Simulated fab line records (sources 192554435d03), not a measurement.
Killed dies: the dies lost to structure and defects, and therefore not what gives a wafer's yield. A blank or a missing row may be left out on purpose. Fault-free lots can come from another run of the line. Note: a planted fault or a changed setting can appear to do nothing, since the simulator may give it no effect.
Chamber matching	flow n5 finfet	4 sister chambers for N5_SPACER0_ALD_07 on ald sin-02
The step deposits SiNx, target thk 2 nm. 4 wafers are shown with their chamber, then 12 later ones without.

WAFERS, EACH WITH ITS CHAMBER
wafer	chamber	heater power w (W)
L079.6	1	723
L081.4	2	750
L087.4	0	841
L087.6	3	979

WAFERS WHOSE CHAMBER IS MISSING
wafer	heater power w (W)
L089.1	745
L089.2	734
L089.3	976
L089.4	847
L089.5	966
L089.6	755
L091.1	713
L091.2	729
L091.3	840
L091.4	965
L091.5	961
L091.6	733

CHAMBER TAKEN BY EACH
wafer	from the rows above	in truth
L089.1	can't be placed: 2 or 1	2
L089.2	can't be placed: 1 or 2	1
L089.3	3	3
L089.4	0	0
L089.5	3	3
L089.6	2	2
L091.1	1	1
L091.2	can't be placed: 1 or 2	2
L091.3	0	0
L091.4	3	3
L091.5	3	3
L091.6	can't be placed: 1 or 2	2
Placed correctly: 8 of 12. Can't be placed from these rows: 4 (the true chamber is among the candidates in 4). Placed wrongly: 0.
How it was worked out, from the rows above alone: a wafer's distance from a chamber is the root of the sum, over the readings, of the square of ((its reading less the chamber's mean) divided by the reading's scatter). The wafer belongs to the nearest chamber; if the next one is less than 2 further off, it can't be placed. A chamber's mean is the mean of its shown wafers. The scatter: root of mean squared gap, hidden wafer to nearest shown wafer, with one shown wafer a chamber.
